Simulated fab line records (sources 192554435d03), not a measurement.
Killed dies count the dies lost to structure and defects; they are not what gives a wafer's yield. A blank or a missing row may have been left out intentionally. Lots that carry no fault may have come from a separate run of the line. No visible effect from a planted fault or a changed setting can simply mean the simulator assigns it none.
Chamber matching	flow n5Finfet	pecvd-03 running N5_BEOL_M13_DEP_53: 3 sister chambers
The step deposits SiCN from 3MS/NH3, target thk 50 nm, time 17.8 s. 3 wafers are shown with their chamber, then 9 later ones without.

WAFERS PAIRED WITH THEIR CHAMBERS
wafer	chamber	showerheadPlenumPTorr (Torr)
L090.5	0	4.191
L091.5	2	4.156
L091.6	1	4.122

WAFERS WHOSE CHAMBER IS MISSING
wafer	showerheadPlenumPTorr (Torr)
L092.1	4.162
L092.2	4.120
L092.4	4.162
L095.1	4.152
L095.2	4.185
L095.3	4.169
L095.4	4.190
L095.5	4.175
L095.6	4.169

WHICH CHAMBER EACH ONE RAN IN
wafer	from the rows above	in truth
L092.1	2	2
L092.2	1	1
L092.4	2	2
L095.1	2	2
L095.2	0	0
L095.3	can't be placed: 2 or 0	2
L095.4	0	0
L095.5	can't be placed: 0 or 2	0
L095.6	can't be placed: 2 or 0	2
6 of 9 placed correctly. Not placeable from these rows: 3 (in 3, the candidates include the true chamber). 0 placed wrongly.
How it was worked out, from the rows above alone: a wafer's distance from a chamber is the root of the sum, over the readings, of the square of ((its reading less the chamber's mean) divided by the reading's scatter). The wafer belongs to the nearest chamber; if the next one is less than 2 further off, it can't be placed. The mean given for a chamber averages the wafers shown for that chamber. The scatter (one wafer shown for each chamber): square how far every hidden wafer sits from the nearest shown wafer, average those squares and take the square root.
